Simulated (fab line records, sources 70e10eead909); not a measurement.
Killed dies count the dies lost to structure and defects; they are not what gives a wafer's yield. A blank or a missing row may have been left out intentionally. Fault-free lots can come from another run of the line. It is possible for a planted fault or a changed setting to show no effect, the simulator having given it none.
Comparing a struck lot with a sound one | flow nand harc | 14 steps out of a route of 1159
Sound: these wafers, L179.3, L179.4, L179.5. Wafers struck: L186.1, L186.5, L186.6. The cause is named last.
Per side, at each step with rows, come the tool, then ch with its chambers, and then its first start. Under that, the readings that differ: sound wafers | struck wafers | difference of the means | sigmas: that difference in standard deviations of wafers without a fault.
alike: a reading whose means differ by less than 2 such deviations, as well as words and numbers matching on both sides. not compared: withheld readings; readings where some wafer has no value; bounds like >300 that might hide an equal value; numbers whose values overlap and for which the record gives no deviation.
Wherever a step has rows on one side only, a row that says differs or no value, or a row with sigmas, the two part there. Numbers that have no deviation but don't overlap get no sigmas and don't part them. Lack of a reading on every wafer of one side parts them only where that side has two or more wafers.

first, 2 steps without rows for these wafers: NHARC_A_SOURCE_PLATE_CVD_03 (deposits poly-Si, target thk 200 nm, time 4000 s); NHARC_A_SOURCE_PLATE_ANNEAL_05 (time 1800 s).
NHARC_A_SOURCE_PLATE_THK_MEAS_06: measures by ellipsometry.
  sound on film metro-01 at day 8 03:56; struck on film metro-02 at day 9 23:12
  alike: thk nm
NHARC_A_SOURCE_PLATE_INSPECT_08:
  sound on defect inspect-01 at day 8 04:00; struck on defect inspect-01 at day 9 23:16
  alike: raw defect count
next comes 1 step that has no rows for these wafers: NHARC_A_ONON_D1_DEP_00 (target thickness 1000 nm).
NHARC_A_ONON_D1_THK_MEAS_02: measures by ellipsometry.
  sound on film metro-01 at day 8 04:56; struck on film metro-02 at day 9 23:50
  alike: thk nm
next comes 1 step that has no rows for these wafers: NHARC_A_ONON_D1_DEP_03 (target thickness 1000 nm).
NHARC_A_ONON_D1_THK_MEAS_05: measures by ellipsometry.
  sound on film metro-01 at day 8 05:30; struck on film metro-01 at day 10 00:25
  alike: thk nm
next comes 1 step that has no rows for these wafers: NHARC_A_ONON_D1_DEP_06 (target thickness 1000 nm).
NHARC_A_ONON_D1_THK_MEAS_08: measures by ellipsometry.
  sound on film metro-01 at day 8 06:04; struck on film metro-01 at day 10 00:59
  alike: thk nm
NHARC_A_ONON_D1_DEP_09: target thk 1000 nm.
  sound on pecvd onon-01 ch 0, day 8 06:14; struck on pecvd onon-02 ch 0, day 10 01:02
  alike: n2o flow sccm
NHARC_A_ONON_D1_THK_MEAS_11: measures by ellipsometry.
  sound on film metro-01 at day 8 06:38; struck on film metro-02 at day 10 01:33
  reading     | sound         | struck         | difference | sigmas
  thk nm (nm) | 999 1000 1003 | 1527 1525 1527 | +526       | +56
next comes 1 step that has no rows for these wafers: NHARC_A_ONON_D1_DEP_12 (target thickness 1000 nm).
-- break in the record here, with 11 days between the starts of the struck wafers on either side (left off in module A_ONON_D1, picked up again in module END, where the first step shown is number 1159 on the route) --
NHARC_END_SORT_01:
  the record has rows for the struck wafers here (prober-02 ch 0, day 21 09:34) and none for the sound ones

== WHERE THEY PART ==
Earliest at NHARC_A_ONON_D1_THK_MEAS_11; latest, in this record, at NHARC_END_SORT_01.

WHY: whatever the simulator had introduced
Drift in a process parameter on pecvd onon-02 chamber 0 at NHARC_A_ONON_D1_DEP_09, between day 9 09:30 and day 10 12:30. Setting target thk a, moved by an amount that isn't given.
